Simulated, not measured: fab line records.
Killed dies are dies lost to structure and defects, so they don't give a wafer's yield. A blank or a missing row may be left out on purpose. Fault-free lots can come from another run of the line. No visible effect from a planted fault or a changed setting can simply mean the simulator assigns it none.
Chamber matching    flow nand-harc    4 sister chambers for NHARC_P_M0_CMP_23 on cmp-02
The step polishes, t overpolish 20 s, target thk 117.54 nm. 4 wafers are shown with their chamber, then 9 later ones without.

## WAFERS, EACH WITH ITS CHAMBER
wafer   chamber  motor-current-A (A)
L082.5  2        11.4
L088.1  1        12.8
L088.2  3        12.3
L088.5  0        10.7

## WAFERS WITH NO CHAMBER GIVEN
wafer   motor-current-A (A)
L091.1  11.1
L091.2  10.9
L091.3  11.8
L092.4  11.5
L092.5  10.9
L092.6  11.5
L094.1  11.6
L094.3  13.3
L094.4  10.3

## WHICH CHAMBER EACH WENT THROUGH
wafer    from the rows above       in truth
L091.1   can't be placed: 2 or 0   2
L091.2   can't be placed: 0 or 2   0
L091.3   can't be placed: 2 or 3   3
L092.4   2                         2
L092.5   can't be placed: 0 or 2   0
L092.6   2                         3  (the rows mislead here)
L094.1   can't be placed: 2 or 3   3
L094.3   can't be placed: 1 or 3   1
L094.4   0                         0
Correct placement for 2 of the 9. Can't be placed from these rows: 6 (the true chamber is among the candidates in 6). Wrongly placed: 1.
How it was worked out, from the rows above alone: a wafer's distance from a chamber is the root of the sum, over the readings, of the square of ((its reading less the chamber's mean) divided by the reading's scatter). If the next closest chamber is less than 2 further off than the closest, the wafer can't be placed; otherwise it belongs to the closest. Each chamber's mean is taken over the wafers shown for it. The scatter: with one shown wafer a chamber, the root of the mean of the squares of how far each hidden wafer lies from its nearest shown one.
